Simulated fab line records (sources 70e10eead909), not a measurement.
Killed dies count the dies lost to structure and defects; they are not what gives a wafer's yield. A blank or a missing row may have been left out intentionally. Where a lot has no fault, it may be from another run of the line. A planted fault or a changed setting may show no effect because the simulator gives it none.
fab line records	flow nandHarc
[record] lots = 6	wafers = 18	lastDay = 34
route steps=1302 shown A_DECK1_JOINT@541 A_ONON_D2@545 A_CHANNEL_HOLE_D2@570 END@1302
lots untouched by any fault: they come from a run of this same line in which no faults occurred
startH: hours from the record's opening day to when the first of the lot's shown wafers began	waitH: time in hours since the lot's previous step	" the same as in the row above	L1.1+2: a row that stands for several wafers	- no value, or no start was given	* or withheld: withheld	< > ~ a bound
route shown NAME@n: names a module that has steps shown in the file, with the first one's number in the route	usual: the fault-free wafers' mean and standard deviation	same: alike in all rows	chamber/n: place in a boat	sites: each site's reading	_std_site: the standard deviation of these	_edge_site: inner sites' mean taken away from outer sites' mean	radiusMm: for every site, how far away it sits from the centre of the wafer	mask NAME#n: copy n	behind: the last tool/chamber to shape the wafer	hold: what put the lot on hold/how long, in hours/how the hold closed	device: transistor that didn't switch, given as n, p or np	end of line: the route-end tests of the same wafers	a step with no rows: only its recipe	killed: count of dies lost to structure and defects at first sort (not the wafer's yield)	map: a wafer's dies, marking killed ones x, the rest . and places with no die _
set.NAME: the setting as run; set.NAME@STEP: as run at that earlier step	model.NAME: the simulator's own value behind a step, which no gauge read
lots seen at some steps along the route; tables by step, rows by wafer
services: a tool's chamber out of use, with start hour (startH, from the record's first day; less than 0 if before it), hours out, and reason
[[steps]]
[step NHARC_A_DECK1_JOINT_SRD_15]
[step NHARC_A_DECK1_JOINT_DEP_16]
[recipe] targetThkA = 450	tempC = 400	pressureTorr = 6.5	rfW = 900	teosFlowSccm = 161.4	flowSccm = 2650	targetThkNm = 45	gas = O2	material = SiO2
[usual] heaterPowerW = 599/110	throttleValvePct = 16.0/0.4
lot.wafer	tool	chamber	startH	waitH	heaterPowerW	throttleValvePct
L554.5	pecvd-02	2	297.34	0.2	425	15.7
L554.6	"	0	"	"	731	16.3
L554.4	"	1	"	"	709	16.6
L556.3	pecvd-03	2	323.67	0.1	592	16.0
L556.1	"	0	"	"	577	16.9
L556.2	"	1	"	"	537	15.9
L563.1	pecvd-02	1	401.68	0.1	752	16.6
L563.6	"	2	"	"	404	15.8
L563.4	"	0	"	"	733	16.4
L565.1	pecvd-03	0	416.64	0.1	620	15.9
L565.4	"	2	"	"	582	16.0
L565.5	"	1	"	"	681	15.7
L571.2	pecvd-02	1	483.12	0.1	658	16.6
L571.1	"	0	"	"	588	16.2
L571.6	"	1	"	"	651	16.6
L574.3	pecvd-03	2	499.42	0.1	641	16.2
L574.2	"	1	"	"	602	16.1
L574.6	"	2	"	"	635	16.1
[step NHARC_A_DECK1_JOINT_THK_MEAS_17]
[recipe] thkMeasGauge = ellipsometry
[usual] thkNm = 44.9/1.1
lot.wafer	tool	chamber	startH	waitH	thkNm
L554.4	filmMetro-02	-	297.54	0.1	47.1
L554.5	"	-	"	"	45.9
L554.6	"	-	"	"	47.1
L556.1	filmMetro-02	-	323.95	0.2	43.9
L556.2	"	-	"	"	43.8
L556.3	"	-	"	"	44.2
L563.1	filmMetro-01	-	401.91	0.2	45.2
L563.4	"	-	"	"	44.7
L563.6	"	-	"	"	44.9
L565.1	filmMetro-02	-	416.89	0.2	46.2
L565.4	"	-	"	"	46.1
L565.5	"	-	"	"	44.3
L571.1	filmMetro-02	-	483.40	0.2	45.5
L571.2	"	-	"	"	44.6
L571.6	"	-	"	"	45.0
L574.2	filmMetro-01	-	499.70	0.2	44.4
L574.3	"	-	"	"	44.4
L574.6	"	-	"	"	44.5
[step NHARC_A_DECK1_JOINT_INSPECT_05]
[usual] rawDefectCount = 316/120
lot.wafer	tool	chamber	startH	waitH	rawDefectCount
L554.4	defectInspect-02	-	297.57	0.0	379
L554.5	"	-	"	"	315
L554.6	"	-	"	"	294
L556.1	defectInspect-02	-	323.99	0.0	254
L556.2	"	-	"	"	164
L556.3	"	-	"	"	112
L563.1	defectInspect-01	-	401.94	0.0	240
L563.4	"	-	"	"	112
L563.6	"	-	"	"	203
L565.1	defectInspect-01	-	416.93	0.0	515
L565.4	"	-	"	"	338
L565.5	"	-	"	"	507
L571.1	defectInspect-02	-	483.43	0.0	197
L571.2	"	-	"	"	179
L571.6	"	-	"	"	161
L574.2	defectInspect-02	-	499.73	0.0	150
L574.3	"	-	"	"	188
L574.6	"	-	"	"	201
[step NHARC_A_ONON_D2_DEP_00]
[recipe] targetThkA = 10000	n2FlowSccm = 2750	n2oFlowSccm = 2000	nh3FlowSccm = 500	sih4FlowSccm = 210	tempC = 400
[step NHARC_A_ONON_D2_THK_MEAS_02]
[recipe] thkMeasGauge = ellipsometry
[usual] thkNm = 999/10
lot.wafer	tool	chamber	startH	waitH	thkNm
L554.4	filmMetro-02	-	298.15	-	990
L554.5	"	-	"	"	992
L554.6	"	-	"	"	992
L556.1	filmMetro-01	-	324.57	-	1015
L556.2	"	-	"	"	1014
L556.3	"	-	"	"	1013
L563.1	filmMetro-01	-	402.51	-	1012
L563.4	"	-	"	"	1013
L563.6	"	-	"	"	1012
L565.1	filmMetro-01	-	417.50	-	997
L565.4	"	-	"	"	998
L565.5	"	-	"	"	997
L571.1	filmMetro-01	-	484.01	-	995
L571.2	"	-	"	"	997
L571.6	"	-	"	"	994
L574.2	filmMetro-02	-	500.31	-	997
L574.3	"	-	"	"	998
L574.6	"	-	"	"	999
[step NHARC_A_ONON_D2_DEP_03]
[recipe] targetThkA = 10000	n2FlowSccm = 2750	n2oFlowSccm = 2000	nh3FlowSccm = 500	sih4FlowSccm = 210	tempC = 400
[step NHARC_A_ONON_D2_THK_MEAS_05]
[recipe] thkMeasGauge = ellipsometry
[usual] thkNm = 998/8.4
lot.wafer	tool	chamber	startH	waitH	thkNm
L554.4	filmMetro-02	-	298.71	-	995
L554.5	"	-	"	"	996
L554.6	"	-	"	"	996
L556.1	filmMetro-02	-	325.15	-	1005
L556.2	"	-	"	"	1004
L556.3	"	-	"	"	1004
L563.1	filmMetro-02	-	403.09	-	992
L563.4	"	-	"	"	990
L563.6	"	-	"	"	993
L565.1	filmMetro-02	-	418.06	-	993
L565.4	"	-	"	"	991
L565.5	"	-	"	"	991
L571.1	filmMetro-01	-	484.58	-	998
L571.2	"	-	"	"	995
L571.6	"	-	"	"	995
L574.2	filmMetro-01	-	500.88	-	987
L574.3	"	-	"	"	986
L574.6	"	-	"	"	987
[step NHARC_A_ONON_D2_DEP_06]
[recipe] targetThkA = 10000	n2FlowSccm = 2750	n2oFlowSccm = 2000	nh3FlowSccm = 500	sih4FlowSccm = 210	tempC = 400
[step NHARC_A_ONON_D2_THK_MEAS_08]
[recipe] thkMeasGauge = ellipsometry
[usual] thkNm = 1006/8.5
lot.wafer	tool	chamber	startH	waitH	thkNm
L554.4	filmMetro-02	-	299.28	-	994
L554.5	"	-	"	"	994
L554.6	"	-	"	"	992
L556.1	filmMetro-02	-	325.75	-	1003
L556.2	"	-	"	"	1003
L556.3	"	-	"	"	1002
L563.1	filmMetro-01	-	403.66	-	1005
L563.4	"	-	"	"	1007
L563.6	"	-	"	"	1007
L565.1	filmMetro-02	-	418.64	-	1008
L565.4	"	-	"	"	1006
L565.5	"	-	"	"	1008
L571.1	filmMetro-01	-	485.14	-	1000
L571.2	"	-	"	"	1000
L571.6	"	-	"	"	999
L574.2	filmMetro-02	-	501.44	-	1000
L574.3	"	-	"	"	1002
L574.6	"	-	"	"	1002
[step NHARC_A_ONON_D2_DEP_09]
[recipe] targetThkA = 10000	n2FlowSccm = 2750	n2oFlowSccm = 2000	nh3FlowSccm = 500	sih4FlowSccm = 210	tempC = 400
[step NHARC_A_ONON_D2_THK_MEAS_11]
[recipe] thkMeasGauge = ellipsometry
[usual] thkNm = 996/13
lot.wafer	tool	chamber	startH	waitH	thkNm
L554.4	filmMetro-02	-	299.85	-	995
L554.5	"	-	"	"	996
L554.6	"	-	"	"	994
L556.1	filmMetro-02	-	326.32	-	974
L556.2	"	-	"	"	973
L556.3	"	-	"	"	974
L563.1	filmMetro-02	-	404.23	-	982
L563.4	"	-	"	"	985
L563.6	"	-	"	"	980
L565.1	filmMetro-02	-	419.20	-	1002
L565.4	"	-	"	"	1001
L565.5	"	-	"	"	1002
L571.1	filmMetro-02	-	485.71	-	1007
L571.2	"	-	"	"	1008
L571.6	"	-	"	"	1008
L574.2	filmMetro-01	-	502.01	-	1000
L574.3	"	-	"	"	1001
L574.6	"	-	"	"	1002
[step NHARC_A_ONON_D2_DEP_12]
[recipe] targetThkA = 10000	n2FlowSccm = 2750	n2oFlowSccm = 2000	nh3FlowSccm = 500	sih4FlowSccm = 210	tempC = 400
lot.wafer	tool	chamber	startH	waitH
L554.4+5+6	pecvdOnon-04	0	300.07	0.2
L556.1+2+3	pecvdOnon-03	0	326.37	0.1
L563.1+4+6	pecvdOnon-01	0	404.28	0.1
L565.1+4+5	pecvdOnon-01	0	419.26	0.1
L571.1+2+6	pecvdOnon-01	0	485.77	0.1
L574.2+3+6	pecvdOnon-01	0	502.12	0.1
[step NHARC_A_ONON_D2_THK_MEAS_14]
[recipe] thkMeasGauge = ellipsometry
[usual] thkNm = 999/11
lot.wafer	tool	chamber	startH	waitH	thkNm
L554.4	filmMetro-02	-	300.41	-	984
L554.5	"	-	"	"	984
L554.6	"	-	"	"	983
L556.1	filmMetro-01	-	326.89	-	982
L556.2	"	-	"	"	982
L556.3	"	-	"	"	982
L563.1	filmMetro-01	-	404.79	-	998
L563.4	"	-	"	"	996
L563.6	"	-	"	"	997
L565.1	filmMetro-02	-	419.77	-	985
L565.4	"	-	"	"	984
L565.5	"	-	"	"	984
L571.1	filmMetro-01	-	486.28	-	998
L571.2	"	-	"	"	999
L571.6	"	-	"	"	999
L574.2	filmMetro-02	-	502.57	-	1017
L574.3	"	-	"	"	1019
L574.6	"	-	"	"	1016
[step NHARC_A_ONON_D2_ANNEAL_15]
[recipe] tempC = 750	timeS = 3600
[step NHARC_A_ONON_D2_DEP_16]
[recipe] targetThkA = 10000	n2FlowSccm = 2750	n2oFlowSccm = 2000	nh3FlowSccm = 500	sih4FlowSccm = 210	tempC = 400
[step NHARC_A_ONON_D2_THK_MEAS_18]
[recipe] thkMeasGauge = ellipsometry
[usual] thkNm = 999/13
lot.wafer	tool	chamber	startH	waitH	thkNm
L554.4	filmMetro-01	-	307.74	-	985
L554.5	"	-	"	"	981
L554.6	"	-	"	"	983
L556.1	filmMetro-02	-	336.89	-	1013
L556.2	"	-	"	"	1013
L556.3	"	-	"	"	1014
L563.1	filmMetro-01	-	412.53	-	997
L563.4	"	-	"	"	998
L563.6	"	-	"	"	997
L565.1	filmMetro-02	-	427.16	-	1025
L565.4	"	-	"	"	1026
L565.5	"	-	"	"	1024
L571.1	filmMetro-01	-	494.06	-	999
L571.2	"	-	"	"	998
L571.6	"	-	"	"	997
L574.2	filmMetro-01	-	513.34	-	998
L574.3	"	-	"	"	997
L574.6	"	-	"	"	996
[step NHARC_A_ONON_D2_DEP_19]
[recipe] targetThkA = 10000	n2FlowSccm = 2750	n2oFlowSccm = 2000	nh3FlowSccm = 500	sih4FlowSccm = 210	tempC = 400
[step NHARC_A_ONON_D2_THK_MEAS_21]
[recipe] thkMeasGauge = ellipsometry
[usual] thkNm = 1003/10
lot.wafer	tool	chamber	startH	waitH	thkNm
L554.4	filmMetro-01	-	308.30	-	1004
L554.5	"	-	"	"	1003
L554.6	"	-	"	"	1004
L556.1	filmMetro-02	-	337.46	-	1006
L556.2	"	-	"	"	1007
L556.3	"	-	"	"	1005
L563.1	filmMetro-02	-	413.10	-	1008
L563.4	"	-	"	"	1009
L563.6	"	-	"	"	1008
L565.1	filmMetro-02	-	427.72	-	998
L565.4	"	-	"	"	999
L565.5	"	-	"	"	1003
L571.1	filmMetro-02	-	494.62	-	991
L571.2	"	-	"	"	990
L571.6	"	-	"	"	992
L574.2	filmMetro-01	-	513.91	-	1002
L574.3	"	-	"	"	1002
L574.6	"	-	"	"	1004
[step NHARC_A_ONON_D2_DEP_22]
[recipe] targetThkA = 10000	n2FlowSccm = 2750	n2oFlowSccm = 2000	nh3FlowSccm = 500	sih4FlowSccm = 210	tempC = 400
[step NHARC_A_ONON_D2_THK_MEAS_24]
[recipe] thkMeasGauge = ellipsometry
[usual] thkNm = 1002/10
lot.wafer	tool	chamber	startH	waitH	thkNm
L554.4	filmMetro-02	-	308.87	-	1007
L554.5	"	-	"	"	1005
L554.6	"	-	"	"	1004
L556.1	filmMetro-02	-	338.02	-	981
L556.2	"	-	"	"	980
L556.3	"	-	"	"	981
L563.1	filmMetro-02	-	413.67	-	989
L563.4	"	-	"	"	989
L563.6	"	-	"	"	990
L565.1	filmMetro-01	-	428.29	-	1022
L565.4	"	-	"	"	1023
L565.5	"	-	"	"	1023
L571.1	filmMetro-01	-	495.18	-	1007
L571.2	"	-	"	"	1005
L571.6	"	-	"	"	1006
L574.2	filmMetro-01	-	514.47	-	996
L574.3	"	-	"	"	998
L574.6	"	-	"	"	997
[step NHARC_A_ONON_D2_DEP_25]
[recipe] targetThkA = 10000	n2FlowSccm = 2750	n2oFlowSccm = 2000	nh3FlowSccm = 500	sih4FlowSccm = 210	tempC = 400
[step NHARC_A_ONON_D2_THK_MEAS_27]
[recipe] thkMeasGauge = ellipsometry
[usual] thkNm = 1000/7.1
lot.wafer	tool	chamber	startH	waitH	thkNm
L554.4	filmMetro-02	-	309.44	-	995
L554.5	"	-	"	"	995
L554.6	"	-	"	"	994
L556.1	filmMetro-02	-	338.59	-	999
L556.2	"	-	"	"	1000
L556.3	"	-	"	"	1000
L563.1	filmMetro-01	-	414.24	-	984
L563.4	"	-	"	"	984
L563.6	"	-	"	"	986
L565.1	filmMetro-01	-	428.85	-	1001
L565.4	"	-	"	"	999
L565.5	"	-	"	"	1002
L571.1	filmMetro-02	-	495.75	-	1007
L571.2	"	-	"	"	1007
L571.6	"	-	"	"	1007
L574.2	filmMetro-02	-	515.03	-	997
L574.3	"	-	"	"	1001
L574.6	"	-	"	"	1001
[step NHARC_A_ONON_D2_DEP_28]
[recipe] targetThkA = 10000	n2FlowSccm = 2750	n2oFlowSccm = 2000	nh3FlowSccm = 500	sih4FlowSccm = 210	tempC = 400
[step NHARC_A_ONON_D2_THK_MEAS_30]
[recipe] thkMeasGauge = ellipsometry
[usual] thkNm = 1001/11
lot.wafer	tool	chamber	startH	waitH	thkNm
L554.4	filmMetro-02	-	310.01	-	997
L554.5	"	-	"	"	994
L554.6	"	-	"	"	996
L556.1	filmMetro-01	-	339.17	-	993
L556.2	"	-	"	"	995
L556.3	"	-	"	"	996
L563.1	filmMetro-02	-	414.81	-	986
L563.4	"	-	"	"	988
L563.6	"	-	"	"	986
L565.1	filmMetro-02	-	429.41	-	994
L565.4	"	-	"	"	996
L565.5	"	-	"	"	995
L571.1	filmMetro-02	-	496.31	-	1029
L571.2	"	-	"	"	1028
L571.6	"	-	"	"	1029
L574.2	filmMetro-01	-	515.60	-	996
L574.3	"	-	"	"	997
L574.6	"	-	"	"	996
[step NHARC_A_ONON_D2_DEP_33]
[recipe] targetThkA = 2000	tempC = 400	pressureTorr = 6.5	rfW = 900	teosFlowSccm = 161.4	flowSccm = 2650	targetThkNm = 200	gas = O2	material = SiO2
[usual] heaterPowerW = 598/100	throttleValvePct = 15.9/0.47
lot.wafer	tool	chamber	startH	waitH	heaterPowerW	throttleValvePct
L554.6	pecvd-01	1	310.20	0.2	503	15.6
L554.5	"	2	"	"	621	16.0
L554.4	"	0	"	"	618	16.1
L556.3	pecvd-04	0	339.41	0.2	556	15.6
L556.1	"	1	"	"	627	15.3
L556.2	"	2	"	"	663	16.1
L563.1	pecvd-04	0	415.10	0.3	489	15.8
L563.4	"	1	"	"	710	15.3
L563.6	"	0	"	"	500	15.8
L565.1	pecvd-02	1	429.47	0.1	686	16.6
L565.5	"	1	"	"	699	16.5
L565.4	"	0	"	"	625	16.0
L571.2	pecvd-02	2	496.41	0.1	490	16.0
L571.1	"	0	"	"	710	16.4
L571.6	"	1	"	"	607	16.8
L574.2	pecvd-04	0	515.70	0.1	502	15.8
L574.3	"	1	"	"	483	15.0
L574.6	"	1	"	"	504	14.9
[step NHARC_A_ONON_D2_THK_MEAS_34]
[recipe] thkMeasGauge = ellipsometry
[usual] thkNm = 199.3/2.9
lot.wafer	tool	chamber	startH	waitH	thkNm
L554.4	filmMetro-01	-	310.49	-	204.9
L554.5	"	-	"	"	204.0
L554.6	"	-	"	"	203.4
L556.1	filmMetro-01	-	339.82	-	201.3
L556.2	"	-	"	"	200.5
L556.3	"	-	"	"	197.1
L563.1	filmMetro-01	-	415.43	-	198.7
L563.4	"	-	"	"	202.3
L563.6	"	-	"	"	202.5
L565.1	filmMetro-01	-	429.88	-	194.7
L565.4	"	-	"	"	200.7
L565.5	"	-	"	"	200.9
L571.1	filmMetro-02	-	496.79	-	192.5
L571.2	"	-	"	"	195.0
L571.6	"	-	"	"	201.6
L574.2	filmMetro-02	-	516.07	-	198.0
L574.3	"	-	"	"	198.2
L574.6	"	-	"	"	198.3
[step NHARC_A_CHANNEL_HOLE_D2_DEP_00]
[recipe] targetThkA = 31000	tempC = 400	material = aC
[usual] throttleValvePct = 35.000/0.0093
lot.wafer	tool	chamber	startH	waitH	throttleValvePct
L554.4	aclDep-01	0	316.71	6.1	35.005
L554.5	"	0	"	"	34.995
L554.6	"	0	"	"	34.979
L556.1	aclDep-03	0	339.98	0.1	34.998
L556.2	"	0	"	"	35.006
L556.3	"	0	"	"	35.005
L563.1	aclDep-02	0	415.58	0.1	34.999
L563.4	"	0	"	"	35.010
L563.6	"	0	"	"	34.992
L565.1	aclDep-01	0	431.20	1.3	35.005
L565.4	"	0	"	"	34.990
L565.5	"	0	"	"	34.998
L571.1	aclDep-03	0	496.94	0.1	34.983
L571.2	"	0	"	"	34.993
L571.6	"	0	498.53	1.7	35.001
L574.2	aclDep-01	0	517.58	1.4	34.999
L574.3	"	0	"	"	34.995
L574.6	"	0	"	"	34.983
[step NHARC_A_CHANNEL_HOLE_D2_DEP_01]
[recipe] targetThkA = 1400	targetThkNm = 140	tempC = 400	pressureTorr = 3.5	flowSccm = 200	rfW = 350	material = SiON
[usual] heaterPowerW = 793/91
lot.wafer	tool	chamber	startH	waitH	heaterPowerW
L554.5	pecvd-03	1	317.85	0.5	834
L554.4	"	2	"	"	788
L554.6	"	0	"	"	730
L556.2	pecvd-03	2	341.91	1.3	796
L556.3	"	0	"	"	806
L556.1	"	1	"	"	686
L563.1	pecvd-03	0	417.57	1.7	718
L563.6	"	1	"	"	796
L563.4	"	2	"	"	912
L565.1	pecvd-04	2	433.15	1.6	902
L565.5	"	2	"	"	916
L565.4	"	0	"	"	738
L571.2	pecvd-03	0	498.90	1.3	717
L571.1	"	1	"	"	775
L571.6	"	1	"	"	794
L574.2	pecvd-04	1	519.17	1.3	740
L574.3	"	0	"	"	648
L574.6	"	0	"	"	673
[step NHARC_A_CHANNEL_HOLE_D2_DEHYDRATE_02]
[recipe] tempC = 150	timeS = 120
[step NHARC_A_CHANNEL_HOLE_D2_HMDS_03]
[recipe] timeS = 30
[step NHARC_A_CHANNEL_HOLE_D2_COAT_36]
[recipe] tempC = 260	timeS = 75
[step NHARC_A_CHANNEL_HOLE_D2_COAT_37]
[recipe] tempC = 225	timeS = 65
[step NHARC_A_CHANNEL_HOLE_D2_COAT_04]
[recipe] spinRpm = 1500	resistThkNm = 90
[step NHARC_A_CHANNEL_HOLE_D2_SOFTBAKE_05]
[recipe] tempC = 105	timeS = 55
[step NHARC_A_CHANNEL_HOLE_D2_EBR_06]
[step NHARC_A_CHANNEL_HOLE_D2_EXPOSE_07]
[recipe] na = 1.35	targetCdNm = 100	sigmaOuter = 0.3	doseMj = 59.65	maskId = HOLE_D2
[step NHARC_A_CHANNEL_HOLE_D2_PEB_08]
[recipe] pebTempC = 100	pebTimeS = 65
[step NHARC_A_CHANNEL_HOLE_D2_DEVELOP_09]
[recipe] developTimeS = 35	devTempC = 23
[step NHARC_A_CHANNEL_HOLE_D2_CD_MEAS_10]
[recipe] targetCdNm = 100	landingEnergyEv = 500
[usual] cdNm = 100.0/0.46
lot.wafer	tool	chamber	startH	waitH	cdNm
L554.4	cdSem-01	0	318.49	-	99.7
L554.5	"	0	"	"	100.4
L554.6	"	0	"	"	99.7
L556.1	cdSem-02	0	342.63	-	99.6
L556.2	"	0	"	"	99.9
L556.3	"	0	"	"	100.4
L563.1	cdSem-03	0	418.23	-	100.5
L563.4	"	0	"	"	100.0
L563.6	"	0	"	"	100.2
L565.1	cdSem-03	0	433.84	-	99.4
L565.4	"	0	"	"	100.0
L565.5	"	0	"	"	100.0
L571.1	cdSem-03	0	499.46	-	99.7
L571.2	"	0	"	"	100.2
L571.6	"	0	"	"	100.4
L574.2	cdSem-01	0	519.77	-	101.5
L574.3	"	0	"	"	100.3
L574.6	"	0	"	"	100.3
[step NHARC_END_SORT_01]
[recipe] tempC = 25
[usual] killedAtArray = 52/17	killedAtOther = 0.8/1.1	killedAtPeriphery = 3.2/2.2	killedDies = 57/17	killedOpen = 3.4/1.8	killedShort = 2.4/1.6
[same] grossDies = 677
lot.wafer	tool	chamber	startH	waitH	killedAtArray	killedAtOther	killedAtPeriphery	killedDies	killedOpen	killedShort
L563.1	prober-02	0	687.94	2.5	127	2	7	136	4	1
L563.4	prober-02	0	690.37	3.4	119	1	4	124	3	3
L563.6	prober-02	0	691.99	4.0	118	1	6	125	1	2
L565.1	prober-02	0	702.35	2.5	110	2	6	118	6	3
L565.4	prober-02	0	704.76	3.4	111	0	1	112	3	1
L565.5	prober-02	0	705.57	3.7	95	0	3	98	0	1
// killed by level:class
L563.1 A_ONON_D2:unspecified=59 A_SLIT:chamberFilmFlake=29 A_CHANNEL_HOLE_D2:chamberFilmFlake=13 A_CHANNEL_HOLE_D1:chamberFilmFlake=8 A_BLC:chamberFilmFlake=6 A_STAIRCASE:chamberFilmFlake=4 P_BONDPAD:chamberFilmFlake=3 P_GATE:geometricParticle:open=2
L563.4 A_ONON_D2:unspecified=58 A_SLIT:chamberFilmFlake=28 A_CHANNEL_HOLE_D1:chamberFilmFlake=12 A_CHANNEL_HOLE_D2:chamberFilmFlake=6 A_STAIRCASE:chamberFilmFlake=6 A_SGD_CUT:chamberFilmFlake=2 A_CONTACT:chamberFilmFlake=2 P_STI:geometricParticle:open=1
L563.6 A_ONON_D2:unspecified=57 A_SLIT:chamberFilmFlake=32 A_CHANNEL_HOLE_D2:chamberFilmFlake=13 A_CHANNEL_HOLE_D1:chamberFilmFlake=9 A_STAIRCASE:chamberFilmFlake=4 P_GATE:chamberFilmFlake=2 P_BONDPAD:chamberFilmFlake=2 P_M0:geometricParticle:short=1
L565.1 A_ONON_D2:unspecified=60 A_CHANNEL_HOLE_D1:chamberFilmFlake=33 A_CONTACT:chamberFilmFlake=7 A_CHANNEL_FILL_D2:geometricParticle:short=2 P_GATE:chamberFilmFlake=2 P_BONDPAD:chamberFilmFlake=2 A_SLIT:chamberFilmFlake=2 THIN_TSV:chamberFilmFlake=2
L565.4 A_ONON_D2:unspecified=59 A_CHANNEL_HOLE_D1:chamberFilmFlake=38 A_CONTACT:chamberFilmFlake=4 A_ZERO_WELL:chamberFilmFlake=3 A_STAIRCASE:chamberFilmFlake=3 P_CONTACT:geometricParticle:open=1 A_ONON_D1:geometricParticle:open=1 A_CHANNEL_HOLE_D1:geometricParticle:short=1
L565.5 A_ONON_D2:unspecified=55 A_CHANNEL_HOLE_D1:chamberFilmFlake=23 A_STAIRCASE:chamberFilmFlake=5 A_CONTACT:chamberFilmFlake=5 A_SLIT:chamberFilmFlake=3 P_GATE:chamberFilmFlake=2 A_WL_FILL:chamberFilmFlake=2 A_CHANNEL_HOLE_D2:geometricParticle:short=1
// map L563.1 (x killed, . not)
____________.____________
_________......._________
_______..........._______
______.............______
_____..............._____
____.................____
____......x..........____
___.........xx.x......___
___.................x.___
__.....x...x...........__
__........xxxxxx.......__
_..........xxx.x.....x.._
_..........xxx.xx......._
_..........xxxx........._
_.....x..xxxxxxxx......._
_.........x.xx.xxxx....._
....x......xxxx..........
....x.x.x.xxx..x.........
......x......x.x.x.......
.....xx...x.x............
...x....x................
_x................xx...._
_.x............x........_
_.....x........x........_
_..x..............x....._
_x...............xx....._
__............x.x.xx...__
__x....x.....x.xxxxxx..__
___............xxxxxxx___
___..........xxxxxxxxx___
____...x......x.xxxxx____
____..........xxxxxxx____
_____........xxxxxxx_____
______........xxxxx______
_______........xxx_______
_________......x_________
____________.____________
// map L565.1 (x killed, . not)
____________.____________
_________......x_________
_______..........._______
______.............______
_____...x..........._____
____........x........____
____.................____
___...................___
___...................___
__..x...............x..__
__.x...................__
_......................._
_......................._
_......x.....x.........._
_.............xxx.x....._
_...........x.x.x......._
.............x..xx.......
............xxxxx...x....
............xxxxx.....x..
x..........xxxxxxxx..x...
.............xxxxx.......
_.........x...x........._
_.........x..xxxxx......_
_......................._
_...........x....x......_
_...............xxxx.x.._
__.........x....xxxxx..__
__............xxxxxxx..__
___...........xxxxxxxx___
___...........xxxxxxx.___
____..........xxxxxxx____
____.x........xxxxxxx____
_____.........xxxxxx_____
______........xxxxx______
_______........xxx_______
_________......x_________
____________.____________
[[services]]
tool	chamber	startH	hours	kind
pecvd-04	0	282.11	-	clean
pecvd-04	1	282.11	-	clean
aclDep-03	-	301.32	13.0	pm
pecvd-01	-	311.00	13.0	pm
pecvdOnon-04	-	311.04	13.0	pm
pecvd-02	-	341.51	0.5	repair
pecvd-04	-	359.34	0.5	repair
pecvd-03	0	363.25	18.7	repair
pecvd-03	-	366.19	13.0	pm
pecvd-03	1	366.19	13.0	ventCycle
pecvd-03	2	366.19	13.0	ventCycle
aclDep-01	-	371.46	13.0	pm
pecvd-03	1	379.19	-	clean
pecvd-03	2	379.19	-	clean
pecvd-02	0	391.83	6.5	repair
pecvd-02	-	408.16	13.0	pm
pecvdOnon-03	-	408.25	13.0	pm
aclDep-02	-	424.26	13.0	pm
pecvd-04	-	450.11	13.0	pm
pecvdOnon-01	-	450.31	13.0	pm
aclDep-03	-	482.60	13.0	pm
pecvd-01	-	492.00	13.0	pm
pecvdOnon-04	-	492.31	13.0	pm
pecvdOnon-03	-	512.01	2.1	repair
[[key]]
[firstSign] step = NHARC_END_SORT_01	reading = killedDies	direction = up	sigmas = 3.6	usual = 57	struck = 119
[effect] step = NHARC_END_SORT_01	reading = killedAtArray	direction = up	sigmas = 3.6	usual = 52	struck = 113
[moreKillsBornAt] NHARC_A_ONON_D2_DEP_12@pecvdOnon-01 = 348
metAt NHARC_A_ONON_D2_DEP_12
struckWafers L563.1,L563.4,L563.6,L565.1,L565.4,L565.5
testerLeftOut L563,L565
[fault] kind = chamberParticleSource	tool = pecvdOnon-01	chamber = -	onsetH = 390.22	steps = NHARC_A_ONON_D2_DEP_12	ratePerVisitCm2 = 0.45118	endH = 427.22
// testerLeftOut: of these lots the tester's yield and bins aren't shown, on N5 and GAA mostly nor the transistor test; their killed dies are dies lost to structure and defects alone, not to doping, threshold or leakage, so they don't give the yield
